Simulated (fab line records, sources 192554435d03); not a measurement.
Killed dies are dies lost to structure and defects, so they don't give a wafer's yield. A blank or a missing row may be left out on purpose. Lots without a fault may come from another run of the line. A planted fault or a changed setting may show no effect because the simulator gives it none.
fab line records | flow n5_finfet
record lots=24 wafers=72 last_day=17
route steps=1938 shown HKMG_FIN@437 GATE_CUT@473 MOL_CONTACT_COAG@529
lots that met no fault: from a run of the same line without faults
start_h: hours from the record's first day to the start of the lot's first wafer shown | wait_h: hours since the lot's step before | " the same as in the row above | L1.1+2: a row that stands for several wafers | - no value, or no start given | * or withheld: withheld | < > ~ a bound
route shown NAME@n: a module of which the file shows steps, and the number in the route of the first | usual: mean/standard deviation of fault-free wafers | same: alike in all rows | chamber/n: place in a boat | sites: the reading at each site | _std_site: their standard deviation | _edge_site: outer sites' mean less inner sites' | radius_mm: how far each site lies from the wafer's centre | mask NAME#n: copy n | behind: the tool/chamber that last shaped the wafer | hold: why the lot was held/for how many hours/how that ended | device: the transistor (n, p or np) that didn't switch | end of line: the same wafers' tests at the end of the route | a step without rows: its recipe alone | killed: dies lost to structure and defects at the first sort, not the wafer's yield | map: a wafer's dies, x killed, . not, _ none there
set.NAME: the setting as run; set.NAME@STEP: as run at that earlier step | model.NAME: the simulator's own value behind a step, which no gauge read
steps of the route over a sample of lots; a table a step, a row a wafer
services: from which hour (start_h, from the record's first day; less than 0 if before it) a tool's chamber was out of use, for how many hours, and why
## steps
# step N5_HKMG_FIN_STRIP_34
# recipe chemistry=CF4 resist=SiARC power_w=300 bias_power_w=75 pressure_mtorr=50 cf4_flow_sccm=150 rf_frequency_hz=6e+07
# usual drypump_motor_current_A=5.7/0.45 oes_product_au=0.80/0.088 rf_fwd_power_W=293.9/1.1 rf_vpp_V=271.4/1.6 showerhead_plenum_p_Torr=1.80/0.062 throttle_valve_pct=13.56/0.25
# columns lot.wafer tool chamber start_h wait_h drypump_motor_current_A oes_product_au rf_fwd_power_W rf_hours_counter_h rf_vpp_V showerhead_plenum_p_Torr throttle_valve_pct
L074.1 rie_diel-01 1 75.68 0.0 5.0 0.75 292.2 137 269.7 1.72 13.81
L074.4 " 0 " " 4.7 0.75 - - 270.4 1.79 13.52
L074.6 " 2 " " 6.2 0.69 294.9 - 272.8 1.85 13.86
L075.1 rie_diel-06 2 87.16 0.0 5.5 0.73 - 175 273.0 1.84 13.86
L075.2 " 3 " " 5.6 0.83 292.9 55 270.6 1.74 13.48
L075.4 " 0 " " 5.7 0.88 296.4 23 272.1 1.89 13.23
L076.1 rie_diel-02 3 90.75 0.0 6.2 0.70 - 226 270.1 1.78 13.94
L076.3 " 2 " " 5.8 0.68 292.1 247 273.0 1.85 13.89
L076.5 " 2 " " 5.8 0.68 293.1 - 271.5 1.85 13.89
L077.2 rie_diel-02 2 92.05 0.0 5.8 0.68 292.7 248 272.6 1.85 13.88
L077.3 " 3 " " 6.1 0.69 - 227 271.0 1.78 13.93
L077.4 " 1 " " 6.3 0.80 - 118 270.1 1.74 13.39
L078.1 rie_diel-02 0 100.58 0.0 5.5 0.94 294.0 6 272.3 1.91 13.31
L078.3 " 1 " " 6.3 0.79 294.0 120 269.2 1.74 13.39
L078.5 " 2 " " 5.8 0.67 292.5 - 272.5 1.85 13.90
L079.1 rie_diel-01 3 106.87 0.0 5.4 0.93 293.8 13 270.6 1.77 13.27
L079.2 " 0 " " 4.7 0.74 293.3 175 270.1 1.79 13.55
L079.4 " 1 " " 5.0 0.74 293.2 150 270.1 1.72 13.88
L080.2 rie_diel-06 0 113.47 0.0 5.7 0.87 295.2 33 272.1 1.89 13.25
L080.4 " 0 " " 5.7 0.87 295.0 - 273.2 1.89 13.26
L080.5 " 2 " " 5.6 0.71 293.3 - 273.7 1.84 13.90
L081.1 rie_diel-06 0 119.59 0.0 5.7 0.86 293.9 36 272.7 1.89 13.26
L081.5 " 0 " " 5.7 0.86 292.9 - 272.5 1.89 13.26
L081.6 " 3 " " 5.6 0.81 294.2 - 269.8 1.73 13.52
L082.1 rie_diel-02 1 124.10 0.0 6.4 0.78 - 130 270.7 1.74 13.42
L082.4 " 2 " " 5.8 0.95 292.7 1 272.2 1.85 13.35
L082.6 " 0 " " 5.5 0.91 295.3 - 273.3 1.90 13.33
L083.2 rie_diel-02 1 131.98 0.0 6.3 0.78 295.1 133 268.9 1.74 13.43
L083.4 " 2 " " 5.7 0.93 293.8 3 272.7 1.84 13.35
L083.6 " 1 " " 6.4 0.78 294.8 - 271.5 1.74 13.42
L084.1 rie_diel-01 0 142.04 0.0 4.7 0.73 - 187 271.7 1.78 13.58
L084.2 " 2 " " 6.2 0.68 - 247 272.5 1.84 13.91
L084.3 " 3 " " 5.3 0.91 296.1 23 269.6 1.76 13.30
L085.2 rie_diel-01 2 142.61 0.0 6.2 0.68 - 248 271.2 1.84 13.90
L085.3 " 0 " " 4.7 0.74 - 188 270.6 1.78 13.58
L085.6 " 3 " " 5.3 0.90 295.6 - 269.7 1.76 13.28
L086.3 rie_diel-01 3 146.97 0.0 5.4 0.90 296.3 26 270.8 1.76 13.31
L086.4 " 2 " " 6.2 0.67 293.8 250 272.3 1.84 13.91
L086.6 " 0 " " 4.7 0.74 - - 269.2 1.78 13.58
L087.1 rie_diel-01 3 154.68 0.0 5.4 0.89 295.7 30 270.8 1.76 13.32
L087.2 " 1 " " 5.0 0.73 293.2 168 268.5 1.71 13.89
L087.5 " 1 " " 5.0 0.73 292.7 - 270.1 1.71 13.90
L088.3 rie_diel-06 2 159.53 0.0 5.6 0.70 293.7 204 272.8 1.83 13.95
L088.4 " 0 " " 5.7 0.84 294.6 51 272.8 1.88 13.30
L088.6 " 0 " " 5.7 0.84 294.5 - 273.6 1.88 13.29
L089.1 rie_diel-02 1 166.41 0.0 6.3 0.77 - 144 270.6 1.74 13.46
L089.3 " 2 " " 5.8 0.90 293.4 16 272.5 1.84 13.37
L089.4 " 2 " " 5.8 0.89 293.7 - 272.4 1.84 13.37
L090.2 rie_diel-02 0 170.61 0.0 5.5 0.88 295.3 34 273.3 1.90 13.36
L090.5 " 0 " " 5.5 0.88 294.8 - 272.8 1.90 13.38
L090.6 " 1 " " 6.3 0.77 - - 270.6 1.73 13.45
L091.1 rie_diel-02 2 180.41 0.0 5.8 0.88 294.5 21 272.4 1.84 13.39
L091.4 " 1 " " 6.3 0.77 - 149 270.6 1.73 13.47
L091.5 " 1 " " 6.3 0.77 - - 269.2 1.73 13.47
L092.1 rie_diel-06 2 182.69 0.0 5.5 0.70 293.2 211 271.3 1.83 13.95
L092.2 " 1 " " 6.2 0.90 293.9 19 270.5 1.77 13.32
L092.5 " 2 " " 5.5 0.70 - - 273.7 1.83 13.95
L093.1 rie_diel-06 0 191.50 0.0 5.7 0.83 293.4 64 272.5 1.88 13.32
L093.3 " 1 " " 6.2 0.90 292.7 23 270.1 1.77 13.32
L093.4 " 2 " " 5.6 0.69 291.6 214 272.2 1.83 13.98
L094.2 rie_diel-02 0 199.91 0.0 5.5 0.87 294.5 44 272.9 1.89 13.39
L094.3 " 1 " " 6.3 0.77 - 156 269.3 1.73 13.48
L094.6 " 0 " " 5.5 0.87 294.3 - 272.2 1.89 13.39
L095.1 rie_diel-02 1 201.15 0.0 6.3 0.76 - 157 270.5 1.73 13.47
L095.2 " 0 " " 5.5 0.87 293.0 45 273.7 1.89 13.40
L095.3 " 3 " " 6.1 0.93 293.0 11 270.0 1.77 13.47
L096.1 rie_diel-06 3 207.31 0.0 5.6 0.77 294.8 102 270.5 1.72 13.59
L096.4 " 2 " " 5.6 0.68 292.8 221 273.1 1.83 13.98
L096.5 " 3 " " 5.6 0.78 294.2 - 270.2 1.72 13.57
L097.2 rie_diel-02 0 212.57 0.0 5.5 0.85 293.7 50 274.8 1.89 13.40
L097.4 " 3 " " 6.1 0.92 293.6 16 270.9 1.77 13.46
L097.5 " 0 " " 5.5 0.86 295.7 - 270.8 1.89 13.39
# step N5_GATE_CUT_SAC_CAP_01
# recipe material=SiNx target_thk_a=240 temp_c=400 ald_precursor_family=SiH2I2 ald_co_reactant=N2/H2-plasma pulse_time_s=1 ald_cycles=480 purge_time_s=2 co_reactant_purge_time_s=2 pressure_torr=2
# usual heater_power_w=874/130 precursor_pulse_height_rel=1.003/0.021
# same pulse_time_s=1
# columns lot.wafer tool chamber start_h wait_h heater_power_w precursor_pulse_height_rel since_wet_clean_h
L074.1 ald_sin-03 3 81.58 1.0 922 1.028 361
L074.4 " 1 " " 1142 1.003 361
L074.6 " 3 82.67 2.1 901 0.983 -
L075.1 ald_sin-01 1 92.63 0.1 680 1.021 85
L075.2 " 2 " " 974 1.014 85
L075.4 " 3 " " 854 0.991 85
L076.1 ald_sin-02 0 95.83 0.0 836 0.998 194
L076.3 " 2 " " 798 1.011 194
L076.5 " 3 96.91 1.1 918 0.957 -
L077.2 ald_sin-02 3 98.53 1.3 903 0.999 197
L077.3 " 1 " " 885 0.996 197
L077.4 " 0 " " 826 1.028 197
L078.1 ald_sin-03 1 105.35 0.0 1130 1.026 7
L078.3 " 0 " " 678 1.020 7
L078.5 " 3 106.43 1.1 867 1.017 -
L079.1 ald_sin-02 3 111.74 0.0 880 0.979 210
L079.2 " 1 " " 884 1.028 210
L079.4 " 2 " " 798 1.005 210
L080.2 ald_sin-03 0 118.59 0.0 674 1.028 20
L080.4 " 2 " " 953 0.992 20
L080.5 " 0 119.68 1.1 641 1.020 -
L081.1 ald_sin-02 3 124.79 0.0 886 1.033 223
L081.5 " 3 125.87 1.1 918 0.986 -
L081.6 " 0 " " 831 1.012 -
L082.1 ald_sin-03 2 128.95 0.0 962 1.023 30
L082.4 " 3 " " 891 1.016 30
L082.6 " 0 130.04 1.1 656 0.987 -
L083.2 ald_sin-03 3 136.74 0.0 899 1.023 38
L083.4 " 0 " " 654 1.003 38
L083.6 " 2 137.82 1.1 982 0.992 -
L084.1 ald_sin-02 0 146.79 0.0 827 0.982 245
L084.2 " 2 " " 796 1.017 245
L084.3 " 1 " " 904 0.987 245
L085.2 ald_sin-01 3 147.55 0.0 873 0.984 140
L085.3 " 1 " " 700 1.018 140
L085.6 " 2 148.64 1.1 980 0.991 -
L086.3 ald_sin-03 3 152.33 0.6 880 1.004 54
L086.4 " 2 " " 937 0.996 54
L086.6 " 2 153.42 1.7 984 0.990 -
L087.1 ald_sin-03 2 159.48 0.0 970 0.995 61
L087.2 " 1 " " 1155 0.996 61
L087.5 " 3 160.56 1.1 898 0.988 -
L088.3 ald_sin-02 3 164.26 0.0 927 1.045 263
L088.4 " 2 " " 816 0.970 263
L088.6 " 2 165.35 1.1 793 0.998 -
L089.1 ald_sin-02 0 171.31 0.0 827 1.023 270
L089.3 " 1 " " 915 1.020 270
L089.4 " 2 " " 794 0.969 270
L090.2 ald_sin-01 3 175.35 0.0 879 1.029 168
L090.5 " 1 176.44 1.1 702 1.007 -
L090.6 " 0 " " 813 0.999 -
L091.1 ald_sin-02 3 185.81 0.4 916 1.027 284
L091.4 " 2 " " 802 1.018 284
L091.5 " 3 186.90 1.4 883 1.025 -
L092.1 ald_sin-01 0 187.62 0.1 792 0.969 180
L092.2 " 2 " " 980 0.988 180
L092.5 " 2 188.71 1.2 995 0.968 -
L093.1 ald_sin-02 1 196.34 0.0 888 1.030 295
L093.3 " 2 " " 803 0.981 295
L093.4 " 3 " " 903 0.993 295
L094.2 ald_sin-03 3 205.09 0.4 895 1.000 106
L094.3 " 1 " " 1178 1.024 106
L094.6 " 1 206.18 1.5 1168 1.015 -
L095.1 ald_sin-01 2 206.68 0.5 996 0.995 199
L095.2 " 3 " " 847 1.028 199
L095.3 " 0 " " 820 1.007 199
L096.1 ald_sin-03 0 212.13 0.0 698 1.013 113
L096.4 " 2 " " 968 0.992 113
L096.5 " 3 213.22 1.1 904 1.051 -
L097.2 ald_sin-03 1 217.79 0.0 1162 0.989 119
L097.4 " 0 " " 664 0.989 119
L097.5 " 2 218.87 1.1 974 0.980 -
# step N5_GATE_CUT_OVL_MEAS_14
# recipe points_per_wafer=522
# usual GATE_CUT_OVL=-0.2/0.71
# columns lot.wafer tool chamber start_h wait_h GATE_CUT_OVL[nm]
L074.1 overlay-02 0 84.55 0.0 -0.4
L074.4 " 0 " " -0.7
L074.6 " 0 " " -1.2
L075.1 overlay-02 0 95.74 0.0 0.0
L075.2 " 0 " " 0.2
L075.4 " 0 " " 0.5
L076.1 overlay-02 0 98.94 0.0 0.3
L076.3 " 0 " " 1.1
L076.5 " 0 " " 0.8
L077.2 overlay-01 0 101.51 0.0 -0.1
L077.3 " 0 " " -0.3
L077.4 " 0 " " -0.1
L078.1 overlay-01 0 108.45 0.0 -0.2
L078.3 " 0 " " 0.5
L078.5 " 0 " " -1.5
L079.1 overlay-01 0 114.71 0.0 -0.4
L079.2 " 0 " " -1.4
L079.4 " 0 " " -0.9
L080.2 overlay-02 0 121.56 0.0 -0.3
L080.4 " 0 " " -1.0
L080.5 " 0 " " -1.0
L081.1 overlay-01 0 127.75 0.0 -1.5
L081.5 " 0 " " -0.9
L081.6 " 0 " " -1.2
L082.1 overlay-01 0 132.04 0.0 0.9
L082.4 " 0 " " 1.3
L082.6 " 0 " " 0.6
L083.2 overlay-02 0 139.71 0.0 -0.3
L083.4 " 0 " " -0.6
L083.6 " 0 " " 0.0
L084.1 overlay-02 0 149.91 0.0 -0.6
L084.2 " 0 " " 0.0
L084.3 " 0 " " -0.2
L085.2 overlay-02 0 150.53 0.0 -1.3
L085.3 " 0 " " -1.1
L085.6 " 0 " " -1.0
L086.3 overlay-01 0 155.31 0.0 -1.5
L086.4 " 0 " " -0.1
L086.6 " 0 " " -2.0
L087.1 overlay-02 0 162.44 0.0 -0.7
L087.2 " 0 " " -0.2
L087.5 " 0 " " 0.0
L088.3 overlay-01 0 167.36 0.0 0.7
L088.4 " 0 " " 0.0
L088.6 " 0 " " 0.9
L089.1 overlay-02 0 174.42 0.0 -0.2
L089.3 " 0 " " -0.1
L089.4 " 0 " " 0.0
L090.2 overlay-01 0 178.32 0.0 -1.0
L090.5 " 0 " " -0.2
L090.6 " 0 " " -0.8
L091.1 overlay-01 0 188.90 0.0 0.6
L091.4 " 0 " " -0.3
L091.5 " 0 " " 0.3
L092.1 overlay-01 0 190.62 0.0 -0.1
L092.2 " 0 " " -1.1
L092.5 " 0 " " -0.5
L093.1 overlay-02 0 199.43 0.0 0.3
L093.3 " 0 " " 0.6
L093.4 " 0 " " 0.2
L094.2 overlay-02 0 208.06 0.0 -0.2
L094.3 " 0 " " 0.0
L094.6 " 0 " " 0.1
L095.1 overlay-01 0 209.69 0.0 -0.1
L095.2 " 0 " " -0.5
L095.3 " 0 " " -0.8
L096.1 overlay-01 0 215.29 0.0 -0.1
L096.4 " 0 " " 0.0
L096.5 " 0 " " 0.4
L097.2 overlay-02 0 220.76 0.0 0.5
L097.4 " 0 " " 0.5
L097.5 " 0 " " 0.7
# step N5_GATE_CUT_STRIP_21
# recipe chemistry=N2/H2 time_s=30 power_w=1000 temp_c=250 pressure_mtorr=withheld n2_flow_sccm=1750 h2_flow_sccm=3250
# usual drypump_motor_current_A=5.8/0.48 heater_power_w=354/24
# columns lot.wafer tool chamber start_h wait_h drypump_motor_current_A heater_power_w rf_hours_counter_h
L074.1 plasma_asher-02 0 85.64 0.0 5.8 388 86
L074.4 " 0 " " 5.8 389 -
L074.6 " 0 " " 5.8 386 -
L075.1 plasma_asher-01 0 96.53 0.0 5.0 369 40
L075.2 " 1 " " 6.4 352 40
L075.4 " 0 " " 5.0 358 -
L076.1 plasma_asher-01 1 99.71 0.0 6.4 357 40
L076.3 " 0 " " 5.0 358 -
L076.5 " 0 " " 5.0 355 -
L077.2 plasma_asher-01 0 102.28 0.0 5.0 360 41
L077.3 " 1 " " 6.4 350 -
L077.4 " 0 " " 5.0 365 -
L078.1 plasma_asher-02 0 109.23 0.0 5.8 377 94
L078.3 " 1 " " 5.9 320 -
L078.5 " 0 " " 5.9 383 -
L079.1 plasma_asher-01 0 115.72 0.0 5.0 357 43
L079.2 " 1 " " 6.4 349 43
L079.4 " 1 " " 6.4 365 -
L080.2 plasma_asher-01 1 122.33 0.0 6.4 354 45
L080.4 " 0 " " 5.0 361 -
L080.5 " 0 " " 5.0 358 -
L081.1 plasma_asher-02 1 128.53 0.0 5.9 317 98
L081.5 " 0 " " 5.8 380 -
L081.6 " 1 " " 5.9 319 -
L082.1 plasma_asher-02 1 132.83 0.0 5.9 312 99
L082.4 " 1 " " 5.9 313 -
L082.6 " 1 " " 5.9 323 -
L083.2 plasma_asher-02 0 140.48 0.0 5.9 379 100
L083.4 " 1 " " 5.9 323 -
L083.6 " 1 " " 5.9 328 -
L084.1 plasma_asher-01 1 150.69 0.0 6.4 362 51
L084.2 " 0 " " 5.0 358 51
L084.3 " 1 " " 6.4 356 -
L085.2 plasma_asher-01 0 151.38 0.0 5.0 342 51
L085.3 " 1 " " 6.4 357 -
L085.6 " 0 " " 5.0 372 -
L086.3 plasma_asher-01 1 156.13 0.1 6.4 358 -
L086.4 " 0 " " 5.0 363 -
L086.6 " 1 " " 6.4 346 -
L087.1 plasma_asher-02 1 163.22 0.0 5.9 311 105
L087.2 " 0 " " 5.8 393 105
L087.5 " 0 " " 5.8 387 -
L088.3 plasma_asher-01 1 168.15 0.1 6.3 355 -
L088.4 " 0 " " 5.0 358 -
L088.6 " 1 " " 6.4 351 -
L089.1 plasma_asher-02 0 175.19 0.0 5.8 384 108
L089.3 " 1 " " 5.9 315 -
L089.4 " 0 " " 5.8 390 -
L090.2 plasma_asher-01 0 179.09 0.0 5.0 363 56
L090.5 " 1 " " 6.3 355 -
L090.6 " 0 " " 5.0 360 -
L091.1 plasma_asher-02 1 189.90 0.0 5.9 329 110
L091.4 " 1 " " 5.9 312 -
L091.5 " 0 " " 5.9 383 -
L092.1 plasma_asher-01 1 191.40 0.0 6.4 351 59
L092.2 " 0 " " 5.0 366 59
L092.5 " 0 " " 5.0 364 -
L093.1 plasma_asher-01 0 200.21 0.0 5.0 348 60
L093.3 " 1 " " 6.4 354 -
L093.4 " 0 " " 5.0 361 -
L094.2 plasma_asher-02 0 208.84 0.0 5.8 388 114
L094.3 " 0 " " 5.8 378 -
L094.6 " 1 " " 5.9 311 -
L095.1 plasma_asher-02 0 210.48 0.0 5.9 393 114
L095.2 " 1 " " 5.9 310 114
L095.3 " 1 " " 5.9 318 -
L096.1 plasma_asher-02 1 216.06 0.0 5.9 320 115
L096.4 " 1 " " 5.9 320 -
L096.5 " 0 " " 5.8 378 -
L097.2 plasma_asher-02 1 221.53 0.0 5.9 315 116
L097.4 " 1 " " 5.9 314 -
L097.5 " 1 " " 5.9 315 -
# step N5_GATE_CUT_CMP_61
# recipe stop_on=SiNx t_overpolish_s=3 post_cmp_clean=alkaline_brush down_force_psi=4 platen_rpm=27.09 pad_velocity_m_s=0.539
# usual motor_current_A=12.3/1.5
# columns lot.wafer tool chamber start_h wait_h motor_current_A
L074.1 cmp-01 2 88.09 0.4 10.2
L074.4 " 1 " " 11.8
L074.6 " 2 " " 10.9
L075.1 cmp-02 1 99.15 0.3 13.2
L075.2 " 2 " " 15.0
L075.4 " 3 " " 10.8
L076.3 cmp-01 1 102.32 0.4 13.0
L076.1 " 2 " " 10.8
L076.5 " 1 " " 11.9
L077.4 cmp-04 2 104.75 0.3 12.5
L077.2 " 3 " " 11.2
L077.3 " 0 " " 11.2
L078.1 cmp-02 1 111.81 0.3 13.6
L078.3 " 2 " " 15.2
L078.5 " 3 " " 10.5
L079.1 cmp-02 0 118.16 0.4 13.0
L079.2 " 1 " " 14.0
L079.4 " 2 " " 15.8
L080.2 cmp-01 1 124.81 0.4 11.5
L080.4 " 3 " " 14.6
L080.5 " 2 " " 10.7
L081.1 cmp-01 2 130.98 0.4 10.5
L081.5 " 2 " " 10.7
L081.6 " 3 " " 14.3
L082.4 cmp-01 2 135.32 0.3 10.9
L082.1 " 0 " " 11.7
L082.6 " 2 " " 10.7
L083.2 cmp-02 3 142.99 0.3 11.3
L083.4 " 0 " " 13.2
L083.6 " 2 " " 14.1
L084.1 cmp-04 1 153.15 0.4 11.4
L084.2 " 3 " " 11.1
L084.3 " 0 " " 10.6
L085.2 cmp-01 1 154.67 0.3 11.8
L085.3 " 2 " " 10.3
L085.6 " 3 " " 14.8
L086.4 cmp-04 2 158.59 0.3 12.7
L086.3 " 3 " " 10.8
L086.6 " 1 " " 12.1
L087.1 cmp-04 1 165.70 0.3 11.5
L087.2 " 2 " " 13.0
L087.5 " 1 " " 11.8
L088.3 cmp-02 1 170.58 0.4 12.5
L088.4 " 0 " " 13.4
L088.6 " 2 " " 15.0
L089.4 cmp-01 3 177.66 0.4 15.4
L089.1 " 0 " " 11.3
L089.3 " 2 " " 10.4
L090.2 cmp-02 3 181.82 0.3 11.2
L090.5 " 2 " " 15.5
L090.6 " 3 " " 10.4
L091.1 cmp-04 2 192.81 0.4 13.0
L091.4 " 3 " " 10.8
L091.5 " 3 " " 10.7
L092.1 cmp-01 3 194.30 0.3 15.3
L092.2 " 1 " " 12.3
L092.5 " 2 " " 10.2
L093.4 cmp-04 3 202.73 0.4 11.2
L093.3 " 1 " " 11.8
L093.1 " 2 " " 12.5
L094.2 cmp-01 1 211.29 0.4 12.4
L094.3 " 3 " " 14.9
L094.6 " 2 " " 10.4
L095.1 cmp-04 1 212.93 0.4 12.0
L095.3 " 3 " " 11.1
L095.2 " 0 " " 11.1
L096.4 cmp-01 0 218.52 0.4 11.3
L096.1 " 2 " " 11.1
L096.5 " 1 " " 11.7
L097.2 cmp-04 3 224.05 0.3 11.0
L097.4 " 1 " " 11.8
L097.5 " 3 " " 11.0
# step N5_MOL_CONTACT_COAG_DESCUM_13
# recipe chemistry=O2 time_s=7 source_power_w=50 bias_power_w=20 pressure_mtorr=20 rf_frequency_hz=2.712e+07 temp_c=40 resist=CAR-EUV o2_flow_sccm=225
# usual drypump_motor_current_A=5.6/0.54 oes_product_au=0.82/0.1 rf_fwd_power_W=49.41/0.2 rf_vpp_V=243.1/1.4 showerhead_plenum_p_Torr=2.09/0.079 throttle_valve_pct=20.41/0.29
# columns lot.wafer tool chamber start_h wait_h drypump_motor_current_A oes_product_au rf_fwd_power_W rf_hours_counter_h rf_vpp_V showerhead_plenum_p_Torr throttle_valve_pct
L074.1 rie_diel-02 2 89.09 0.4 5.8 0.68 49.36 246 244.2 2.15 20.58
L074.4 " 0 " " 5.5 0.99 49.73 2 244.8 2.25 20.35
L074.6 " 1 " " 6.3 0.81 49.55 - 241.4 2.04 20.25
L075.1 rie_diel-02 1 99.85 0.1 6.4 0.80 49.70 120 242.4 2.04 20.26
L075.2 " 3 " " 6.1 0.69 49.23 230 243.1 2.05 20.57
L075.4 " 2 " " 5.8 0.68 49.14 249 245.2 2.15 20.58
L076.1 rie_diel-02 3 102.97 0.0 6.1 0.69 49.17 232 241.5 2.05 20.57
L076.3 " 0 " " 5.5 0.95 49.63 7 244.7 2.25 20.34
L076.5 " 1 " " 6.4 0.81 49.70 - 241.5 2.04 20.26
L077.2 rie_diel-02 0 105.37 0.0 5.5 0.95 49.45 8 244.2 2.25 20.34
L077.3 " 1 " " 6.3 0.81 49.60 122 241.6 2.03 20.26
L077.4 " 3 " " 6.1 0.70 49.42 - 242.9 2.05 20.57
L078.1 rie_diel-02 1 112.52 0.0 6.3 0.81 49.64 125 241.8 2.03 20.27
L078.3 " 0 " " 5.5 0.95 49.55 12 245.6 2.24 20.35
L078.5 " 0 " " 5.5 0.94 49.38 - 245.0 2.24 20.35
L079.1 rie_diel-02 0 118.94 0.0 5.5 0.94 49.45 14 244.5 2.24 20.35
L079.2 " 3 " " 6.1 0.69 49.07 238 242.4 2.05 20.60
L079.4 " 3 " " 6.1 0.70 49.22 - 243.4 2.05 20.58
L080.2 rie_diel-02 0 125.62 0.1 5.5 0.93 49.35 18 246.7 2.24 20.37
L080.4 " 3 " " 6.1 0.69 48.95 242 243.9 2.05 20.58
L080.5 " 3 " " 6.1 0.69 48.85 - 241.2 2.05 20.59
L081.1 rie_diel-06 3 131.67 0.0 5.6 0.84 49.29 74 240.7 2.02 20.45
L081.5 " 0 " " 5.7 0.88 49.54 - 245.5 2.23 20.21
L081.6 " 1 " " 6.3 1.02 49.48 - 241.1 2.06 20.09
L082.1 rie_diel-06 2 136.06 0.0 5.6 0.71 49.53 196 243.8 2.16 20.86
L082.4 " 0 " " 5.8 0.88 49.30 43 245.4 2.23 20.21
L082.6 " 3 " " 5.6 0.83 49.42 - 241.8 2.02 20.45
L083.2 rie_diel-02 1 143.80 0.3 6.4 0.80 49.47 137 241.9 2.03 20.29
L083.4 " 2 " " 5.8 0.94 49.29 8 243.9 2.14 20.27
L083.6 " 1 " " 6.4 0.79 49.28 - 241.4 2.03 20.29
L084.1 rie_diel-01 0 153.81 0.0 4.7 0.74 49.44 193 242.6 2.06 20.17
L084.2 " 3 " " 5.4 0.91 49.50 29 243.2 2.03 20.18
L084.3 " 1 " " 5.0 0.73 49.39 168 243.6 2.03 21.05
L085.2 rie_diel-01 3 155.27 0.0 5.4 0.89 49.69 30 243.7 2.03 20.18
L085.3 " 1 " " 5.0 0.73 49.27 168 242.9 2.03 21.07
L085.6 " 3 " " 5.4 0.89 49.55 - 242.4 2.03 20.18
L086.3 rie_diel-01 1 160.33 0.0 5.0 0.72 49.21 - 242.8 2.02 21.07
L086.4 " 0 " " 4.7 0.73 49.42 - 243.3 2.06 20.18
L086.6 " 0 " " 4.7 0.73 49.60 - 242.3 2.06 20.15
L087.1 rie_diel-06 0 166.32 0.0 5.7 0.87 49.63 54 243.9 2.23 20.25
L087.2 " 1 " " 6.2 0.94 49.62 13 242.4 2.05 20.11
L087.5 " 0 " " 5.7 0.86 49.53 - 244.4 2.23 20.23
L088.3 rie_diel-01 2 171.23 0.0 6.2 0.96 49.52 4 242.8 2.13 20.22
L088.4 " 2 " " 6.2 0.97 49.67 - 243.2 2.13 20.20
L088.6 " 0 " " 4.7 0.73 49.37 - 242.5 2.06 20.18
L089.1 rie_diel-01 1 178.44 0.0 5.0 0.73 49.15 178 241.4 2.02 21.08
L089.3 " 0 " " 4.7 0.73 49.38 203 243.7 2.06 20.18
L089.4 " 2 " " 6.2 0.97 49.63 6 243.9 2.13 20.20
L090.2 rie_diel-01 3 182.61 0.2 5.4 0.89 49.82 35 241.8 2.03 20.20
L090.5 " 2 " " 6.2 0.95 49.58 - 243.9 2.13 20.22
L090.6 " 1 " " 5.0 0.71 49.42 - 240.3 2.02 21.07
L091.1 rie_diel-06 2 193.46 0.0 5.5 0.70 49.39 215 244.5 2.16 20.90
L091.4 " 0 " " 5.7 0.85 49.50 65 245.6 2.22 20.26
L091.5 " 1 " " 6.3 0.92 49.35 - 242.5 2.05 20.12
L092.1 rie_diel-01 0 195.05 0.0 4.7 0.72 49.46 208 244.3 2.05 20.20
L092.2 " 1 " " 5.0 0.71 49.31 183 241.8 2.02 21.07
L092.5 " 0 " " 4.7 0.72 49.43 - 243.2 2.05 20.20
L093.1 rie_diel-02 1 203.38 0.0 6.4 0.77 49.54 158 242.4 2.02 20.32
L093.3 " 0 " " 5.6 0.88 49.25 47 243.0 2.23 20.40
L093.4 " 3 " " 6.1 0.96 48.98 12 243.0 2.04 20.30
L094.2 rie_diel-01 0 211.94 0.0 4.7 0.71 49.38 214 242.5 2.05 20.21
L094.3 " 3 " " 5.4 0.86 49.50 44 241.6 2.03 20.20
L094.6 " 0 " " 4.7 0.72 49.25 - 243.3 2.05 20.21
L095.1 rie_diel-01 2 213.87 0.1 6.2 0.92 49.52 18 244.2 2.13 20.22
L095.2 " 3 " " 5.3 0.87 49.58 45 242.3 2.03 20.20
L095.3 " 1 " " 5.0 0.71 49.32 190 242.2 2.02 21.09
L096.1 rie_diel-01 3 219.30 0.0 5.4 0.87 49.74 47 241.8 2.02 20.21
L096.4 " 0 " " 4.7 0.71 49.43 216 242.7 2.05 20.20
L096.5 " 3 " " 5.4 0.87 49.82 - 241.5 2.03 20.21
L097.2 rie_diel-02 1 224.80 0.0 6.4 0.77 49.37 165 241.6 2.02 20.32
L097.4 " 0 " " 5.6 0.86 49.39 55 246.0 2.23 20.43
L097.5 " 2 " " 5.8 0.88 49.48 - 244.1 2.13 20.30
## services
# columns tool chamber start_h hours kind
cmp-01 - 53.33 2.1 repair
cmp-04 - 57.14 1.3 repair
cmp-04 - 58.80 6.5 pm
ald_sin-02 - 59.93 6.0 pm
rie_diel-01 3 59.97 1.7 repair
cmp-01 - 66.30 4.0 pm
rie_diel-02 - 72.54 11.6 repair
cmp-04 - 79.04 5.5 pm
ald_sin-02 2 80.05 5.9 repair
plasma_asher-01 - 80.62 13.4 repair
ald_sin-03 - 85.32 14.0 pm
cmp-01 - 90.59 2.2 repair
rie_diel-02 2 96.77 1.5 repair
cmp-04 - 111.90 1.4 repair
rie_diel-01 3 130.35 4.5 repair
rie_diel-01 - 148.96 0.1 repair
rie_diel-02 1 158.46 5.5 repair
cmp-01 - 159.94 1.0 repair
ald_sin-02 1 187.06 8.4 repair
cmp-04 - 192.99 4.0 pm
ald_sin-02 - 206.86 2.8 pm
rie_diel-06 - 215.62 15.6 pm
cmp-04 - 221.33 1.1 repair
ald_sin-02 3 223.33 2.2 repair
## key
fault none
